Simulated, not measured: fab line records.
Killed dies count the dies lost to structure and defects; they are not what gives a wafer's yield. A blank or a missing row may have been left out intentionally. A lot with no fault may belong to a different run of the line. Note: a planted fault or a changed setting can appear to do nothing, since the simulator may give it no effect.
What tool caused it? + flow nandHarc + 21 lots, 63 wafers sampled, at 6 steps of a route of 1302

## WHAT EACH GAUGE READ, for each wafer
No reading from a measuring or inspecting step in the record can be judged against a usual standard deviation.

## TOOL THAT RAN EACH LOT (tool first, then ch and the chambers of the sampled wafers, then the start)
| lot  | NHARC_A_CHANNEL_HOLE_D2_ETCH_39              | NHARC_A_CHANNEL_HOLE_D2_ETCH_19 | NHARC_A_CHANNEL_HOLE_D2_ETCH_24 | NHARC_A_CHANNEL_FILL_D2_ETCHBACK_20 | NHARC_A_CHANNEL_FILL_D2_ETCHBACK_08        | NHARC_A_CHANNEL_FILL_D2_STRIP_29 |
|------|----------------------------------------------|---------------------------------|---------------------------------|-------------------------------------|--------------------------------------------|----------------------------------|
| L074 | rieDiel-04 ch 0,1,3, day 12 23:02 or earlier | harEtch-02 ch 0,1, day 12 23:02 | harEtch-02 ch 0,1, day 13 01:10 | rieDiel-06 ch 0,2,3, day 14 06:47   | rieDiel-01 ch 0,1,3, no start              | rieDiel-01 ch 1,3, no start      |
| L076 | rieDiel-08 ch 0,3, day 13 17:44 or earlier   | harEtch-02 ch 0,1, day 13 17:44 | harEtch-02 ch 0,1, day 13 20:04 | rieDiel-02 ch 1,2,3, day 14 23:50   | rieDiel-01 ch 1,2, no start                | rieDiel-01 ch 0,1,3, no start    |
| L075 | rieDiel-09 ch 2,3, day 13 18:31 or earlier   | harEtch-01 ch 0,1, day 13 18:31 | harEtch-01 ch 0,1, day 13 20:38 | rieDiel-01 ch 1,2,3, day 14 23:51   | rieDiel-06 ch 0,1,3, no start              | rieDiel-06 ch 0,1,2, no start    |
| L077 | rieDiel-04 ch 0,2,3, day 14 12:31 or earlier | harEtch-01 ch 0,1, day 14 12:31 | harEtch-01 ch 0,1, day 14 14:39 | rieDiel-01 ch 0,1,3, day 15 19:40   | rieDiel-01 ch 1,2,3, no start              | rieDiel-01 ch 0,1,2, no start    |
| L078 | rieDiel-08 ch 1,3, day 14 14:20 or earlier   | harEtch-02 ch 0,1, day 14 14:20 | harEtch-02 ch 0,1, day 14 16:26 | rieDiel-02 ch 0,1, day 15 19:40     | rieDiel-06 ch 0,2, day 16 13:43 or earlier | rieDiel-06 ch 1,2, day 16 13:43  |
| L079 | rieDiel-04 ch 0,2,3, day 15 03:13 or earlier | harEtch-02 ch 0,1, day 15 03:13 | harEtch-02 ch 0,1, day 15 05:27 | rieDiel-06 ch 0,2,3, day 16 11:15   | rieDiel-06 ch 0,2,3, no start              | rieDiel-06 ch 0,1,3, no start    |
| L080 | rieDiel-04 ch 1,3, day 15 05:37 or earlier   | harEtch-01 ch 0,1, day 15 05:37 | harEtch-01 ch 0,1, day 15 07:46 | rieDiel-01 ch 1,2,3, day 16 11:15   | rieDiel-06 ch 1,2,3, no start              | rieDiel-06 ch 2,3, no start      |
| L081 | rieDiel-09 ch 0,3, day 15 23:40 or earlier   | harEtch-02 ch 0,1, day 15 23:40 | harEtch-02 ch 0,1, day 16 01:48 | rieDiel-06 ch 0,2,3, day 17 05:51   | rieDiel-06 ch 0,3, no start                | rieDiel-06 ch 1,2, no start      |
| L083 | rieDiel-08 ch 0,1,3, day 16 18:40 or earlier | harEtch-01 ch 0,1, day 16 18:40 | harEtch-01 ch 0,1, day 16 20:56 | rieDiel-06 ch 1,3, day 18 02:37     | rieDiel-06 ch 2,3, no start                | rieDiel-06 ch 0,2,3, no start    |
| L082 | rieDiel-09 ch 0,2,3, day 16 19:23 or earlier | harEtch-02 ch 0,1, day 16 19:23 | harEtch-02 ch 0,1, day 16 21:38 | rieDiel-01 ch 0,2, day 18 02:37     | rieDiel-01 ch 0,2,3, no start              | rieDiel-01 ch 2,3, no start      |
| L085 | rieDiel-08 ch 0,1, day 17 13:59 or earlier   | harEtch-01 ch 0,1, day 17 13:59 | harEtch-01 ch 0,1, day 17 16:14 | rieDiel-06 ch 0,2, day 18 22:12     | rieDiel-01 ch 0,1,3, no start              | rieDiel-01 ch 0,1, no start      |
| L086 | rieDiel-09 ch 0,2,3, day 18 00:54 or earlier | harEtch-02 ch 0,1, day 18 00:54 | harEtch-02 ch 0,1, day 18 03:09 | rieDiel-06 ch 0,1,3, day 19 07:19   | rieDiel-01 ch 2,3, no start                | rieDiel-01 ch 2,3, no start      |
| L090 | rieDiel-04 ch 1,2,3, day 20 04:53 or earlier | harEtch-02 ch 0,1, day 20 04:53 | harEtch-02 ch 0,1, day 20 07:08 | rieDiel-06 ch 0,1,2, day 21 13:41   | rieDiel-01 ch 0,1, no start                | rieDiel-01 ch 0,2, no start      |
| L089 | rieDiel-08 ch 0,1,2, day 20 06:08 or earlier | harEtch-01 ch 0,1, day 20 06:08 | harEtch-01 ch 0,1, day 20 08:17 | rieDiel-01 ch 0,1,3, day 21 13:41   | rieDiel-06 ch 1,3, day 22 07:20 or earlier | rieDiel-06 ch 1,3, day 22 07:20  |
| L091 | rieDiel-09 ch 1,2, day 20 09:05 or earlier   | harEtch-02 ch 0,1, day 20 09:05 | harEtch-02 ch 0,1, day 20 11:34 | rieDiel-06 ch 0,2,3, day 21 21:07   | rieDiel-01 ch 0,1, no start                | rieDiel-01 ch 0,1,3, no start    |
| L093 | rieDiel-09 ch 0,1, day 20 21:42 or earlier   | harEtch-01 ch 0,1, day 20 21:42 | harEtch-01 ch 0,1, day 20 23:50 | rieDiel-06 ch 1,2,3, day 22 03:29   | rieDiel-06 ch 0,2,3, no start              | rieDiel-06 ch 0,2,3, no start    |
| L092 | rieDiel-04 ch 0,2, day 21 05:52 or earlier   | harEtch-02 ch 0,1, day 21 05:52 | harEtch-02 ch 0,1, day 21 07:59 | rieDiel-06 ch 2,3, day 22 12:29     | rieDiel-01 ch 0,1,3, no start              | rieDiel-01 ch 1,2, no start      |
| L094 | rieDiel-08 ch 0,2,3, day 21 14:20 or earlier | harEtch-02 ch 0,1, day 21 14:20 | harEtch-02 ch 0,1, day 21 16:35 | rieDiel-06 ch 1,2,3, day 22 20:20   | rieDiel-01 ch 1,2,3, no start              | rieDiel-01 ch 1,2, no start      |
| L096 | rieDiel-04 ch 1,2, day 22 10:46 or earlier   | harEtch-01 ch 0, day 22 10:46   | harEtch-01 ch 0, day 22 12:54   | rieDiel-01 ch 0,1,3, day 23 19:40   | rieDiel-06 ch 2,3, no start                | rieDiel-06 ch 0,1,2, no start    |
| L095 | rieDiel-09 ch 0,1,2, day 22 10:44 or earlier | harEtch-02 ch 0,1, day 22 10:44 | harEtch-02 ch 0,1, day 22 12:52 | rieDiel-02 ch 0,1,2, day 23 19:38   | rieDiel-06 ch 0,1,3, no start              | rieDiel-06 ch 1,2,3, no start    |
| L097 | rieDiel-04 ch 0,2,3, day 22 14:54 or earlier | harEtch-02 ch 0,1, day 22 14:54 | harEtch-02 ch 0,1, day 22 17:02 | rieDiel-06 ch 1,2,3, day 23 19:39   | rieDiel-02 ch 0,2,3, no start              | rieDiel-02 ch 0,2,3, no start    |
- NHARC_A_CHANNEL_HOLE_D2_ETCH_39: etches the open film in N2/H2, target depth 260 nm, time 325 s.
- NHARC_A_CHANNEL_HOLE_D2_ETCH_19: etches the open film in C4F8/O2/Ar, time 34.5 s.
- NHARC_A_CHANNEL_HOLE_D2_ETCH_24: etches the open film in C4F8/O2/Ar, time 906.2 s, target depth 1500 nm.
- NHARC_A_CHANNEL_FILL_D2_ETCHBACK_20: etches the open film in C4F8/O2/Ar, target depth 27 nm, time 13.5 s.
- NHARC_A_CHANNEL_FILL_D2_ETCHBACK_08: etches the open film in C4F8, target depth 220 nm, time 110 s.
- NHARC_A_CHANNEL_FILL_D2_STRIP_29: strips in O2, time 20 s.

## WHAT THE TOOLS THEMSELVES READ (means of the sampled wafers that have a number; where no wafer has one, the mark that the record gives instead)
NHARC_A_CHANNEL_HOLE_D2_ETCH_39.
| lot  | tool       | drypumpMotorCurrentA (A) | oesProductAu (a.u.) | rfVppV (V) | showerheadPlenumPTorr (Torr) | throttleValvePct (%) |
|------|------------|--------------------------|---------------------|------------|------------------------------|----------------------|
| L074 | rieDiel-04 | 5.4                      | 1.000               | 431.6      | 2.06                         | 14.173               |
| L076 | rieDiel-08 | 6.0                      | 0.996               | 434.7      | 2.16                         | 14.169               |
| L075 | rieDiel-09 | 6.2                      | 0.991               | 429.9      | 2.04                         | 14.176               |
| L077 | rieDiel-04 | 5.3                      | 1.001               | 430.8      | 2.06                         | 14.170               |
| L078 | rieDiel-08 | 6.1                      | 0.991               | 431.3      | 2.07                         | 14.177               |
| L079 | rieDiel-04 | 5.3                      | 1.004               | 430.9      | 2.06                         | 14.162               |
| L080 | rieDiel-04 | 5.7                      | 0.996               | 432.5      | 2.11                         | 14.172               |
| L081 | rieDiel-09 | 5.7                      | 1.014               | 433.4      | 2.15                         | 14.179               |
| L083 | rieDiel-08 | 5.9                      | 0.992               | 431.6      | 2.09                         | 14.172               |
| L082 | rieDiel-09 | 5.9                      | 1.001               | 432.1      | 2.09                         | 14.173               |
| L085 | rieDiel-08 | 5.7                      | 1.006               | 432.8      | 2.11                         | 14.166               |
| L086 | rieDiel-09 | 6.0                      | 1.004               | 431.6      | 2.09                         | 14.171               |
| L090 | rieDiel-04 | 5.6                      | 0.992               | 432.6      | 2.12                         | 14.163               |
| L089 | rieDiel-08 | 6.0                      | 1.003               | 431.2      | 2.08                         | 14.165               |
| L091 | rieDiel-09 | 5.7                      | 1.008               | 432.8      | 2.13                         | 14.174               |
| L093 | rieDiel-09 | 5.4                      | 1.014               | 433.7      | 2.18                         | 14.175               |
| L092 | rieDiel-04 | 5.1                      | 1.004               | 430.6      | 2.06                         | 14.177               |
| L094 | rieDiel-08 | 6.1                      | 0.999               | 434.3      | 2.15                         | 14.164               |
| L096 | rieDiel-04 | 5.7                      | 0.992               | 434.1      | 2.17                         | 14.170               |
| L095 | rieDiel-09 | 5.9                      | 1.006               | 432.9      | 2.11                         | 14.178               |
| L097 | rieDiel-04 | 5.3                      | 0.997               | 431.2      | 2.06                         | 14.167               |

NHARC_A_CHANNEL_HOLE_D2_ETCH_19.
| lot  | tool       | c4f8FlowSccm (sccm) | drypumpMotorCurrentA (A) | heBacksideLeakSccm (sccm) | showerheadPlenumPTorr (Torr) | tempC (C) | throttleValvePct (%) |
|------|------------|---------------------|--------------------------|---------------------------|------------------------------|-----------|----------------------|
| L074 | harEtch-02 | 28.87               | 6.1                      | 6.6                       | 3.59                         | -19.93    | 37.046               |
| L076 | harEtch-02 | 28.79               | 6.3                      | 7.1                       | 3.66                         | -20.03    | 37.035               |
| L075 | harEtch-01 | 28.81               | 5.2                      | 5.8                       | 3.72                         | -20.12    | 37.041               |
| L077 | harEtch-01 | 28.84               | 5.3                      | 6.5                       | 3.71                         | -19.94    | 37.028               |
| L078 | harEtch-02 | 28.84               | 6.0                      | 6.8                       | 3.58                         | -20.06    | 37.033               |
| L079 | harEtch-02 | 28.78               | 6.1                      | 6.7                       | 3.58                         | -19.97    | 37.034               |
| L080 | harEtch-01 | 28.89               | 5.3                      | 6.0                       | 3.71                         | -20.06    | 37.033               |
| L081 | harEtch-02 | 28.76               | 6.3                      | 6.7                       | 3.65                         | -19.99    | 37.034               |
| L083 | harEtch-01 | 28.67               | 5.5                      | 5.8                       | 3.70                         | -20.04    | 37.033               |
| L082 | harEtch-02 | 28.74               | 6.1                      | 6.9                       | 3.56                         | -20.19    | 37.041               |
| L085 | harEtch-01 | 28.81               | 5.5                      | 5.8                       | 3.69                         | -19.96    | 37.044               |
| L086 | harEtch-02 | 28.75               | 6.3                      | 5.6                       | 3.80                         | -20.02    | 37.038               |
| L090 | harEtch-02 | 28.81               | 6.1                      | 5.7                       | 3.87                         | -20.11    | 37.037               |
| L089 | harEtch-01 | 28.76               | 5.3                      | 6.1                       | 3.67                         | -19.95    | 37.043               |
| L091 | harEtch-02 | 28.81               | 6.3                      | 5.6                       | 3.78                         | -20.03    | 37.034               |
| L093 | harEtch-01 | 28.91               | 5.3                      | 6.3                       | 3.66                         | -20.02    | 37.038               |
| L092 | harEtch-02 | 28.89               | 6.1                      | 5.7                       | 3.87                         | -19.98    | 37.044               |
| L094 | harEtch-02 | 28.87               | 6.1                      | 5.6                       | 3.86                         | -20.04    | 37.037               |
| L096 | harEtch-01 | 28.81               | 5.7                      | 5.7                       | 3.66                         | -20.03    | 37.034               |
| L095 | harEtch-02 | 28.80               | 6.3                      | 5.6                       | 3.77                         | -20.10    | 37.036               |
| L097 | harEtch-02 | 28.79               | 6.3                      | 5.6                       | 3.76                         | -19.97    | 37.037               |

NHARC_A_CHANNEL_HOLE_D2_ETCH_24.
| lot  | tool       | c4f8FlowSccm (sccm) | drypumpMotorCurrentA (A) | heBacksideLeakSccm (sccm) | showerheadPlenumPTorr (Torr) | tempC (C) | throttleValvePct (%) |
|------|------------|---------------------|--------------------------|---------------------------|------------------------------|-----------|----------------------|
| L074 | harEtch-02 | 93.57               | 6.1                      | 6.8                       | 3.55                         | -19.94    | 32.228               |
| L076 | harEtch-02 | 93.76               | 6.3                      | 6.7                       | 3.62                         | -20.04    | 32.237               |
| L075 | harEtch-01 | 93.70               | 5.3                      | 5.9                       | 3.67                         | -19.93    | 32.238               |
| L077 | harEtch-01 | 94.04               | 5.3                      | 5.8                       | 3.67                         | -20.08    | 32.236               |
| L078 | harEtch-02 | 94.10               | 6.1                      | 6.7                       | 3.54                         | -19.93    | 32.249               |
| L079 | harEtch-02 | 94.00               | 6.1                      | 6.8                       | 3.54                         | -20.09    | 32.242               |
| L080 | harEtch-01 | 93.80               | 5.3                      | 6.0                       | 3.66                         | -20.15    | 32.232               |
| L081 | harEtch-02 | 93.75               | 6.3                      | 6.9                       | 3.60                         | -20.06    | 32.240               |
| L083 | harEtch-01 | 93.80               | 5.5                      | 7.5                       | 3.66                         | -19.88    | 32.239               |
| L082 | harEtch-02 | 93.81               | 6.1                      | 7.0                       | 3.52                         | -19.91    | 32.236               |
| L085 | harEtch-01 | 94.04               | 5.5                      | 5.9                       | 3.65                         | -19.94    | 32.234               |
| L086 | harEtch-02 | 94.19               | 6.3                      | 5.5                       | 3.75                         | -20.02    | 32.227               |
| L090 | harEtch-02 | 93.70               | 6.1                      | 5.7                       | 3.82                         | -19.99    | 32.236               |
| L089 | harEtch-01 | 93.78               | 5.3                      | 6.3                       | 3.62                         | -19.89    | 32.247               |
| L091 | harEtch-02 | 93.95               | 6.3                      | 5.6                       | 3.73                         | -20.00    | 32.231               |
| L093 | harEtch-01 | 93.97               | 5.3                      | 6.3                       | 3.62                         | -19.94    | 32.235               |
| L092 | harEtch-02 | 93.70               | 6.1                      | 5.7                       | 3.81                         | -20.01    | 32.232               |
| L094 | harEtch-02 | 93.66               | 6.1                      | 5.6                       | 3.81                         | -19.98    | 32.232               |
| L096 | harEtch-01 | 93.51               | 5.8                      | 6.1                       | 3.62                         | -20.04    | 32.238               |
| L095 | harEtch-02 | 93.87               | 6.3                      | 5.5                       | 3.72                         | -20.05    | 32.234               |
| L097 | harEtch-02 | 93.95               | 6.3                      | 5.7                       | 3.72                         | -19.95    | 32.235               |

NHARC_A_CHANNEL_FILL_D2_ETCHBACK_20.
| lot  | tool       | oesProductAu (a.u.) | rfVppV (V) |
|------|------------|---------------------|------------|
| L074 | rieDiel-06 | 1.011               | 975        |
| L076 | rieDiel-02 | 1.008               | 979        |
| L075 | rieDiel-01 | 0.937               | 977        |
| L077 | rieDiel-01 | 1.006               | 981        |
| L078 | rieDiel-02 | 0.991               | 982        |
| L079 | rieDiel-06 | 0.988               | 976        |
| L080 | rieDiel-01 | 1.000               | 977        |
| L081 | rieDiel-06 | 0.932               | 975        |
| L083 | rieDiel-06 | 1.013               | 976        |
| L082 | rieDiel-01 | 1.000               | 984        |
| L085 | rieDiel-06 | 1.002               | 977        |
| L086 | rieDiel-06 | 0.931               | 976        |
| L090 | rieDiel-06 | 1.003               | 978        |
| L089 | rieDiel-01 | 0.975               | 981        |
| L091 | rieDiel-06 | 0.998               | 976        |
| L093 | rieDiel-06 | 1.000               | 976        |
| L092 | rieDiel-06 | 1.004               | 974        |
| L094 | rieDiel-06 | 0.969               | 977        |
| L096 | rieDiel-01 | 1.002               | 982        |
| L095 | rieDiel-02 | 1.005               | 977        |
| L097 | rieDiel-06 | 0.996               | 977        |

NHARC_A_CHANNEL_FILL_D2_ETCHBACK_08.
| lot  | tool       | oesProductAu (a.u.) | rfVppV (V) |
|------|------------|---------------------|------------|
| L074 | rieDiel-01 | 0.95                | 442.7      |
| L076 | rieDiel-01 | 1.00                | 440.4      |
| L075 | rieDiel-06 | 1.00                | 440.0      |
| L077 | rieDiel-01 | 0.93                | 439.6      |
| L078 | rieDiel-06 | 1.00                | 439.3      |
| L079 | rieDiel-06 | 0.93                | 439.3      |
| L080 | rieDiel-06 | 1.00                | 440.4      |
| L081 | rieDiel-06 | 0.93                | 439.1      |
| L083 | rieDiel-06 | 0.92                | 439.5      |
| L082 | rieDiel-01 | 0.93                | 443.2      |
| L085 | rieDiel-01 | 0.98                | 441.9      |
| L086 | rieDiel-01 | 0.99                | 440.8      |
| L090 | rieDiel-01 | 1.01                | 443.4      |
| L089 | rieDiel-06 | 1.01                | 440.6      |
| L091 | rieDiel-01 | 0.99                | 440.6      |
| L093 | rieDiel-06 | 0.93                | 439.0      |
| L092 | rieDiel-01 | 1.02                | 442.5      |
| L094 | rieDiel-01 | 0.97                | 440.0      |
| L096 | rieDiel-06 | 1.00                | 440.6      |
| L095 | rieDiel-06 | 0.93                | 439.7      |
| L097 | rieDiel-02 | 1.00                | 441.2      |

NHARC_A_CHANNEL_FILL_D2_STRIP_29.
| lot  | tool       | drypumpMotorCurrentA (A) | oesProductAu (a.u.) | rfVppV (V) | showerheadPlenumPTorr (Torr) | throttleValvePct (%) |
|------|------------|--------------------------|---------------------|------------|------------------------------|----------------------|
| L074 | rieDiel-01 | 5.5                      | 0.986               | 57.2       | 3.49                         | 17.042               |
| L076 | rieDiel-01 | 5.6                      | 0.998               | 58.2       | 3.60                         | 17.033               |
| L075 | rieDiel-06 | 6.0                      | 1.004               | 57.6       | 3.52                         | 17.033               |
| L077 | rieDiel-01 | 5.6                      | 0.996               | 58.3       | 3.57                         | 17.034               |
| L078 | rieDiel-06 | 6.0                      | 1.006               | 58.5       | 3.57                         | 17.030               |
| L079 | rieDiel-06 | 5.6                      | 1.005               | 57.0       | 3.48                         | 17.030               |
| L080 | rieDiel-06 | 5.8                      | 1.009               | 57.1       | 3.48                         | 17.037               |
| L081 | rieDiel-06 | 6.0                      | 1.008               | 57.9       | 3.57                         | 17.033               |
| L083 | rieDiel-06 | 5.7                      | 1.010               | 57.4       | 3.45                         | 17.051               |
| L082 | rieDiel-01 | 6.2                      | 0.989               | 57.8       | 3.55                         | 17.031               |
| L085 | rieDiel-01 | 5.3                      | 1.000               | 57.5       | 3.55                         | 17.026               |
| L086 | rieDiel-01 | 6.1                      | 0.997               | 57.2       | 3.53                         | 17.022               |
| L090 | rieDiel-01 | 5.9                      | 0.984               | 57.6       | 3.59                         | 17.034               |
| L089 | rieDiel-06 | 5.6                      | 1.004               | 58.5       | 3.53                         | 17.042               |
| L091 | rieDiel-01 | 5.6                      | 1.007               | 58.0       | 3.59                         | 17.038               |
| L093 | rieDiel-06 | 5.7                      | 1.004               | 58.2       | 3.45                         | 17.049               |
| L092 | rieDiel-01 | 5.4                      | 0.998               | 58.6       | 3.47                         | 17.037               |
| L094 | rieDiel-01 | 5.4                      | 0.998               | 57.0       | 3.47                         | 17.034               |
| L096 | rieDiel-06 | 6.0                      | 1.002               | 57.8       | 3.52                         | 17.035               |
| L095 | rieDiel-06 | 5.6                      | 0.992               | 57.6       | 3.50                         | 17.029               |
| L097 | rieDiel-02 | 5.6                      | 1.003               | 58.1       | 3.56                         | 17.039               |

## THE ANSWER, worked out from the rows above alone
Rule: the lots themselves supply what counts as usual. Put in order of their means at a reading, lots are off if they are a third of the lots or fewer, leave a main group of 4 or more, and stand apart from it by a gap of 3 or more times the standard deviation of the main group's means; of several such gaps the widest counts. A main group is skipped when, at the precision printed for the reading in the tables above, its means are all equal. A lot without any number at a reading at which 4 lots or more have one is off too. Any other lot the step has rows for is counted as sound. First the gauges in route order, then the tools' own readings, where a lot's mean is used as printed above. The first step at which some lot is off is used, and at that step the reading that is off furthest; a lot without a number counts as furthest.
None of the lots is off at any reading shown; this tells nothing.

## WHAT HAD BEEN PUT IN BY THE SIMULATOR
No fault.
